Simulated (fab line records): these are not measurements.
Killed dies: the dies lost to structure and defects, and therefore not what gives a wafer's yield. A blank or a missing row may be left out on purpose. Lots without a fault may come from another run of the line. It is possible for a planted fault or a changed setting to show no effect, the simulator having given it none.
Matching of chambers / flow n5-finfet / N5_STI_FIN_REVEAL_ALD_00 on ald-sin-01 has 4 sister chambers
The step deposits SiO2, target thk 1 nm, pulse time 1 s. 8 wafers are shown with their chamber, then 8 later ones without.

== WAFERS, EACH WITH ITS CHAMBER ==
wafer=L077.5; chamber=0; heater-power-w (W)=472; precursor-pulse-height-rel=0.998
wafer=L081.3; chamber=2; heater-power-w (W)=497; precursor-pulse-height-rel=1.010
wafer=L081.4; chamber=3; heater-power-w (W)=563; precursor-pulse-height-rel=0.997
wafer=L081.6; chamber=1; heater-power-w (W)=462; precursor-pulse-height-rel=1.026
wafer=L082.1; chamber=2; heater-power-w (W)=514; precursor-pulse-height-rel=1.011
wafer=L082.2; chamber=3; heater-power-w (W)=567; precursor-pulse-height-rel=1.014
wafer=L082.3; chamber=0; heater-power-w (W)=477; precursor-pulse-height-rel=0.977
wafer=L082.4; chamber=1; heater-power-w (W)=458; precursor-pulse-height-rel=0.998

== WAFERS MISSING THEIR CHAMBER ==
wafer=L082.5; heater-power-w (W)=473; precursor-pulse-height-rel=0.992
wafer=L082.6; heater-power-w (W)=552; precursor-pulse-height-rel=1.018
wafer=L089.1; heater-power-w (W)=557; precursor-pulse-height-rel=0.977
wafer=L089.2; heater-power-w (W)=460; precursor-pulse-height-rel=1.002
wafer=L089.3; heater-power-w (W)=484; precursor-pulse-height-rel=1.007
wafer=L091.2; heater-power-w (W)=459; precursor-pulse-height-rel=0.999
wafer=L091.3; heater-power-w (W)=479; precursor-pulse-height-rel=1.000
wafer=L091.5; heater-power-w (W)=466; precursor-pulse-height-rel=1.013

== CHAMBER TAKEN BY EACH ==
wafer=L082.5; from the rows above=0; in truth=0
wafer=L082.6; from the rows above=3; in truth=3
wafer=L089.1; from the rows above=3; in truth=3
wafer=L089.2; from the rows above=can't be placed: 1 or 0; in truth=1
wafer=L089.3; from the rows above=can't be placed: 0 or 2 or 1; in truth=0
wafer=L091.2; from the rows above=can't be placed: 1 or 0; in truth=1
wafer=L091.3; from the rows above=can't be placed: 0 or 1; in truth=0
wafer=L091.5; from the rows above=can't be placed: 1 or 0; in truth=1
Correctly placed: 3 of 8. Unplaceable from these rows: 5, with the true chamber sitting among the candidates in 5. Wrongly placed: 0.
How it was worked out, from the rows above alone: a wafer's distance from a chamber is the root of the sum, over the readings, of the square of ((its reading less the chamber's mean) divided by the reading's scatter). The wafer belongs to the nearest chamber; if the next one is less than 2 further off, it can't be placed. Each chamber's mean is taken over the wafers shown for it. The scatter: the root of (the sum of the squares of (reading less its chamber's mean) over the shown wafers, divided by (wafers less chambers)).
